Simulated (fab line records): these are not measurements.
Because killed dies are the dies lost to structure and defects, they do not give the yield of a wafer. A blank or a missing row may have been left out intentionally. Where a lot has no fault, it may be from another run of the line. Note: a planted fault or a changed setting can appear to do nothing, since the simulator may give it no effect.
Split-lot study	flow n5 finfet	21 wafers read across 7 lots, on a route 1938 steps long

== SPLIT DETAILS ==
At N5_GATE_CUT_EXPOSE_10 (exposes mask GATE CUT, target cd 20 nm), the setting dose mj was moved away from the recipe's 43.25 on 7 of the 21 wafers read, by -6.1% to +7.0%. For the rest of the wafers, this setting stayed at what the recipe calls for.

== FROM THE SPLIT TO THE READING: what the file shows between them, 2 steps ==
- N5_GATE_CUT_PEB_11: peb time 60 s
- N5_GATE_CUT_DEVELOP_12: develop time 30 s

== THE READING ==
Shown in nm: cd nm at N5_GATE_CUT_CD_MEAS_13, with target cd 20 nm. Typical for fault-free wafers on this fab line: 20.15 nm, with standard deviation 0.28 nm.

wafer	tool, chamber at the split	dose mj as run	against the recipe	cd nm, nm	against lot-mates on the recipe
L076.1	euv scanner-01, 0	43.25	recipe	19.86	-
L076.2	euv scanner-01, 0	43.25	recipe	19.99	-
L076.5	euv scanner-01, 0	43.25	recipe	20.44	-
L078.1	euv scanner-01, 0	43.25	recipe	19.47	-
L078.3	euv scanner-01, 0	43.25	recipe	19.47	-
L078.6	euv scanner-01, 0	45.73	+5.7%	20.93	+1.46
L081.1	euv scanner-02, 0	43.25	recipe	20.69	-
L081.4	euv scanner-02, 0	43.25	recipe	20.23	-
L081.5	euv scanner-02, 0	43.25	recipe	20.40	-
L086.1	euv scanner-02, 0	40.62	-6.1%	18.71	-1.47
L086.3	euv scanner-02, 0	43.25	recipe	20.18	-
L086.6	euv scanner-02, 0	40.62	-6.1%	18.72	-1.46
L093.1	euv scanner-01, 0	45.9	+6.1%	21.25	+1.07
L093.5	euv scanner-01, 0	45.9	+6.1%	21.79	+1.61
L093.6	euv scanner-01, 0	43.25	recipe	20.18	-
L094.1	euv scanner-02, 0	43.25	recipe	19.88	-
L094.2	euv scanner-02, 0	43.25	recipe	19.70	-
L094.6	euv scanner-02, 0	43.25	recipe	19.51	-
L095.2	euv scanner-01, 0	46.29	+7.0%	21.71	+1.22
L095.3	euv scanner-01, 0	46.29	+7.0%	21.24	+0.75
L095.4	euv scanner-01, 0	43.25	recipe	20.49	-

FIT RESULTS
A straight line over all 21 wafers: cd nm changes by +0.213 nm for each +1% of dose mj; r = +0.91; the points scatter about the line by 0.36 nm.
The same after taking each lot's own level away (the mean of its wafers on the recipe; 21 wafers): +0.204 nm for each +1%; r = +0.95; scatter 0.25 nm.
The reading moves by 1.4 nm for the largest change in dose mj, on that fit.
From 19.470 to 20.490 nm: that is the span of the lots' own levels, equal to 3.6 times the standard deviation above.
So the lot-to-lot level changes the slope little: the two slopes agree.
Check: for one of the wafers moved furthest among these (+7.0%), held out of the fit, the line's prediction against its lot-mates is +1.43 nm. It came out at +1.22 nm against them.

== THE WHOLE CHAIN: every reading that the file lists as answering this split, in the file's order ==
step	what it does	reading	change (the file's fit)	r (the file's)
N5_GATE_CUT_CD_MEAS_13	target cd 20 nm	cd nm	+0.206 nm for each +1% of the setting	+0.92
N5_GATE_CUT_DESCUM_18	chemistry O2, time 7 s	GATE_CUT.cd nm (the simulator's own value, which no gauge read)	+0.212 nm for each +1% of the setting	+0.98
N5_GATE_CUT_ETCH_28	etches underlayer in N2/H2, target depth 13 nm, time 10.4 s	GATE_CUT.cd nm (the simulator's own value, which no gauge read)	+0.227 nm for each +1% of the setting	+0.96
N5_GATE_CUT_ETCH_36	etches SiARC in CF4, target depth 13 nm, time 21.7 s	GATE_CUT.cd nm (the simulator's own value, which no gauge read)	+0.219 nm for each +1% of the setting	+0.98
N5_GATE_CUT_HM_OPEN_40	chemistry C4F6/O2, target SiO2, target depth 139 nm, time 85.1 s	GATE_CUT.cd nm (the simulator's own value, which no gauge read)	+0.199 nm for each +1% of the setting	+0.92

== THE FILE'S OWN FIT ==
cd nm changes by +0.206 nm for each +1% of dose mj, r = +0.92.
